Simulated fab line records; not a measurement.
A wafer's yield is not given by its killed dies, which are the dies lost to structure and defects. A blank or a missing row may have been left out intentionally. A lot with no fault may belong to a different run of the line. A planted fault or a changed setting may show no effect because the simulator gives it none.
Split-lot trial ; flow n5-finfet ; route with 1938 steps; 7 lots, 21 wafers read

## THE SPLIT ITSELF
At N5_MIM_BOT_ETCH_ETCH_04 (etches SiNx in CF4/O2, target depth 26 nm, time 13 s), the setting time-s was moved away from the recipe's 13 s on 9 of the 21 wafers read, by -8.8% to +16.8%. The other wafers ran this setting at the recipe's value.

The reading is taken at the split's own step.

## THE READING
etch.depth-nm (the simulator's own value, which no gauge read), in nm, at N5_MIM_BOT_ETCH_ETCH_04 (etches SiNx in CF4/O2, target depth 26 nm, time 13 s). There is no usual value for it anywhere in the file. Across the 12 wafers here that went through the recipe, the average is 26.28 nm and the standard deviation 0.55 nm.

wafer;tool, chamber at the split;time-s as run, s;against the recipe;etch.depth-nm, nm;against lot-mates on the recipe
L074.1;rie-diel-05, 3;15.19;+16.8%;29.35;+4.02
L074.5;rie-diel-05, 1;13;recipe;25.33;-
L074.6;rie-diel-05, 2;15.19;+16.8%;31.87;+6.54
L075.3;rie-diel-05, 0;13;recipe;26.99;-
L075.4;rie-diel-05, 2;14.49;+11.5%;30.42;+3.43
L075.5;rie-diel-05, 1;14.49;+11.5%;28.41;+1.42
L080.1;rie-diel-03, 2;13;recipe;26.05;-
L080.2;rie-diel-03, 1;13.8;+6.2%;28.68;+2.63
L080.3;rie-diel-03, 3;13.8;+6.2%;28.22;+2.17
L084.2;rie-diel-04, 3;13;recipe;25.37;-
L084.3;rie-diel-04, 2;13;recipe;26.58;-
L084.5;rie-diel-04, 2;13;recipe;26.26;-
L089.2;rie-diel-03, 0;13;recipe;25.93;-
L089.5;rie-diel-03, 1;13;recipe;27.22;-
L089.6;rie-diel-03, 2;13;recipe;26.53;-
L091.4;rie-diel-04, 1;11.85;-8.8%;23.66;-2.47
L091.5;rie-diel-04, 1;13;recipe;26.13;-
L091.6;rie-diel-04, 0;11.85;-8.8%;23.33;-2.80
L095.3;rie-diel-05, 0;13;recipe;26.26;-
L095.4;rie-diel-05, 3;14.32;+10.2%;27.87;+1.40
L095.5;rie-diel-05, 2;13;recipe;26.67;-

THE FIT
A straight line over all 21 wafers: etch.depth-nm changes by +0.269 nm for each +1% of time-s; r = +0.93; the points scatter about the line by 0.77 nm.
The same after taking each lot's own level away (the mean of its wafers on the recipe; 21 wafers): +0.28 nm for each +1%; r = +0.93; scatter 0.79 nm.
On that fit, the largest move of time-s shifts the reading by 4.7 nm.
The span of the lots' own levels, 25.330 to 26.990 nm, comes to 3.0 times the standard deviation stated above.
The two slopes agree, so the slope changes little with the lot-to-lot level.
Check: with one of the wafers moved furthest among these (+16.8%) left out of the fit, the line predicts +4.89 nm for it against its lot-mates. It came out at +4.02 nm against them.

## OTHER SPLITS ON THESE WAFERS
Note: prior to the reading, these wafers also went through further splits. Each is held against what the fit with the lots' levels taken away leaves over:
other split on the same wafers;wafers away from the commonest value;r with etch.depth-nm (lot level and that fit taken away)
N5_BEOL_M12_SPUTTER_44 time-s;4;-0.04
N5_BEOL_M15_PEB_26 peb-temp-c;8;-0.06

## THE FILE'S OWN FIT
etch.depth-nm changes by +0.266 nm for each +1% of time-s, r = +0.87.
